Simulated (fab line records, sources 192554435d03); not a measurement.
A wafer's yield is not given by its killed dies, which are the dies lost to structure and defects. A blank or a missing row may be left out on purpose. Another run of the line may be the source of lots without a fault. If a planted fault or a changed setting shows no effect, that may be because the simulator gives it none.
A lot that was struck, set against a sound lot + flow n5 finfet + 40 steps out of a route of 1938
Sound: wafers L812.1, L812.3, L812.5. Struck: wafer L804.3 (L804.1, L804.2, from the same lot, were not struck and are left out); the cause is given at the end.
For every step that has rows: the tool of each side, followed by ch and its chambers, followed by its first start. Under that, the readings that differ: sound wafers + struck wafers + difference of the means + sigmas: that difference in standard deviations of wafers without a fault.
alike: readings whose means differ by less than 2 such deviations, and words and numbers that are the same on both sides. not compared: withheld readings, readings that some wafer has no value for, bounds like >300 that may hide the same value, and numbers for which the record gives no deviation and whose values overlap.
The two part at a step that has a row with sigmas, a row that says differs or no value, or rows on one side only. When numbers do not overlap yet have no deviation, they are printed without sigmas and do not part them. Lack of a reading on every wafer of one side parts them only where that side has two or more wafers.

first, 11 steps without rows for these wafers: N5_HKMG_FIN_STRIP_60 (strips in N2/H2, time 360 s); N5_HKMG_FIN_WET_ETCH_77 (etches La2O3 in dHCl, stops on HfO2, target depth 2 nm); N5_HKMG_FIN_WET_ETCH_78 (etches Al2O3 in dNH4OH, stops on La2O3, target depth 4.5 nm, rinse time 30 s); N5_HKMG_FIN_ALD_79 (deposits TiN, target thk 1.5 nm, pulse time 1 s, purge time 3 s); N5_HKMG_FIN_CVD_62 (deposits a-Si from Si2H6, target thk 3 nm, time 20.8 s); N5_HKMG_FIN_RTA_80 (time 2 s); N5_HKMG_FIN_PRECLEAN_64 (cleans in dHF, time 30 s); N5_HKMG_FIN_WET_ETCH_65 (etches a-Si in TMAH, stops on TiN, time 49 s, target depth 3 nm); N5_HKMG_FIN_WET_ETCH_81 (etches TiN in SC1, stops on HfO2, time 57 s, target depth 6 nm); N5_HKMG_FIN_WET_ETCH_82 (etches La2O3 in dHCl, stops on HfO2, target depth 2 nm, rinse time 30 s); N5_HKMG_FIN_ALD_36 (deposits TiN, target thk 1 nm, pulse time 1 s, purge time 3 s).
N5_HKMG_FIN_PWFM_ALD_03: deposits TiN, target thk 2 nm, pulse time 1 s, purge time 3 s.
  sound on ald metal-01 ch 1,2, day 8 15:41; struck on ald metal-02 ch 0, day 6 13:09
| reading                                       | sound    | struck | difference | sigmas |
|-----------------------------------------------|----------|--------|------------|--------|
| ald cycles                                    | 91 91 91 | 173    | +82        |        |
| model.TiN_of_HKMG_FIN_PWFM_ALD_03.thk nm (nm) | 2 2 2    | 3.8    | +1.8       |        |
  alike: heater power w, precursor pulse height rel
then, 26 steps without rows for these wafers: N5_HKMG_FIN_COAT_29 (time 60 s, resist thk 300 nm); N5_HKMG_FIN_COAT_30 (time 60 s, resist thk 35 nm); N5_HKMG_FIN_COAT_06 (resist thk 90 nm); N5_HKMG_FIN_EBR_08; N5_HKMG_FIN_SOFTBAKE_07 (time 60 s); N5_HKMG_FIN_EXPOSE_09 (exposes mask NWFM); N5_HKMG_FIN_PEB_10 (peb time 60 s); N5_HKMG_FIN_DEVELOP_11 (develop time 30 s); N5_HKMG_FIN_DESCUM_17 (chemistry O2, time 7.9 s); N5_HKMG_FIN_ETCH_31 (etches SiARC in CF4, target depth 45.5 nm, time 75.8 s); N5_HKMG_FIN_ETCH_32 (etches SOC in N2/H2, target depth 240 nm, time 300 s); N5_HKMG_FIN_STRIP_33 (strips in N2/H2); N5_HKMG_FIN_STRIP_34 (strips in CF4); N5_HKMG_FIN_ETCH_35 (etches SOC in N2/H2, target depth 215.8 nm, time 243.4 s); N5_HKMG_FIN_STRIP_92 (strips SOC in N2/H2, time 20 s); N5_HKMG_FIN_WET_ETCH_18 (etches TiN in SC1, time 55 s, target depth 5.2 nm, rinse time 30 s); N5_HKMG_FIN_STRIP_19 (strips in N2/H2, time 360 s); N5_HKMG_FIN_ALD_91 (deposits TiN, target thk 1 nm, pulse time 1 s, purge time 3 s); N5_HKMG_FIN_COAT_85 (time 60 s, resist thk 300 nm); N5_HKMG_FIN_ETCH_86 (etches SOC in N2/H2, stops on TiN, target depth 393.2 nm); N5_HKMG_FIN_STRIP_89 (strips SOC in N2/H2, time 20 s); N5_HKMG_FIN_WET_ETCH_87 (etches TiN in SC1, time 154.2 s, target depth 4.7 nm, rinse time 30 s); N5_HKMG_FIN_STRIP_88 (strips in N2/H2, time 360 s); N5_HKMG_FIN_NWFM_ALD_20 (deposits TiAlC, target thk 2 nm, pulse time 3 s, purge time 2 s); N5_HKMG_FIN_ALD_71 (deposits TiN, target thk 1 nm, pulse time 1 s, purge time 3 s); N5_HKMG_FIN_COAT_66 (time 60 s, resist thk 300 nm).
-- record jumps: 4 days separate the struck wafers' starts on either side; left off in module HKMG_FIN, taken up again in module BEOL_M4, whose first shown step is the route's number 1111 --
N5_BEOL_M4_RC_MEAS_101:
  sound on prober-02 ch 0, day 12 17:52; struck on prober-02 ch 0, day 10 10:39
| reading             | sound                      | struck   | difference | sigmas |
|---------------------|----------------------------|----------|------------|--------|
| IOFF_N (nA/um)      | 0.12 0.15 0.13             | 0.02     | -0.11      | -3     |
| IOFF_N_85C (nA/um)  | 2.4 3.0 2.7                | 0.5      | -2.2       | -3     |
| IOFF_N_LIN (nA/um)  | 0.060 0.071 0.064          | 0.009    | -0.056     | -3     |
| IOFF_N_LONG (nA/um) | 5.43e-05 5.41e-05 5.33e-05 | 2.49e-05 | -2.90e-05  | -11    |
| IOFF_P (nA/um)      | 0.18 0.21 0.21             | 1.31     | +1.11      | +23    |
| IOFF_P_85C (nA/um)  | 3.1 3.6 3.5                | 16.9     | +13.5      | +20    |
| IOFF_P_LIN (nA/um)  | 0.091 0.102 0.099          | 0.674    | +0.577     | +34    |
| IOFF_P_LONG (nA/um) | 0.000107 9.9e-05 9.7e-05   | 0.000365 | +0.000264  | +36    |
| ION_N (uA/um)       | 674 665 646                | 540      | -122       | -6     |
| ION_P (uA/um)       | 467 457 449                | 531      | +73        | +7     |
| VT_N (mV)           | 253 251 253                | 305      | +53        | +11    |
| VT_N_LONG (mV)      | 274.2 274.5 275.5          | 324.9    | +50.2      | +24    |
| VT_N_LVT (mV)       | 102 99 103                 | 156      | +55        | +12    |
| VT_P (mV)           | -253 -249 -251             | -192     | +59        | +17    |
| VT_P_LONG (mV)      | -277.6 -277.0 -276.2       | -230.8   | +46.1      | +20    |
| VT_P_LVT (mV)       | -102 -101 -101             | -45      | +56        | +16    |
  alike: DIBL_N, DIBL_P, SS_N, SS_P
-- a jump in the record: the struck wafers' starts before and after are 4 days apart (it breaks off in module BEOL_M4 and resumes in module PASSIVATION, where the first step shown is number 1936 of the route) --
N5_PASSIVATION_PROBE_49:
  struck on prober-02, day 14 07:49; sound on prober-02, day 17 10:34
| reading                | sound          | struck | difference | sigmas      |
|------------------------|----------------|--------|------------|-------------|
| sort_bin_4_leakage (%) | 0 0 0          | 92.6   | +92.6      | +99 or more |
| sort n pass            | 1077 1087 1107 | 0      | -1090      | -27         |
| sort yield pct (%)     | 91 92 94       | 0      | -92        | -26         |
  alike: defect limited yield, killed_at_M0_to_M3, killed_at_M4_up, killed at contacts, killed at front end, killed at other, killed dies, killed open, killed short, sort_bin_5_function, sort_bin_6_memory, sort_bin_8_speed

## WHERE THEY PART
At N5_BEOL_M4_RC_MEAS_101 first; at N5_PASSIVATION_PROBE_49 last (within this record only).

WHY: what had been put in by the simulator
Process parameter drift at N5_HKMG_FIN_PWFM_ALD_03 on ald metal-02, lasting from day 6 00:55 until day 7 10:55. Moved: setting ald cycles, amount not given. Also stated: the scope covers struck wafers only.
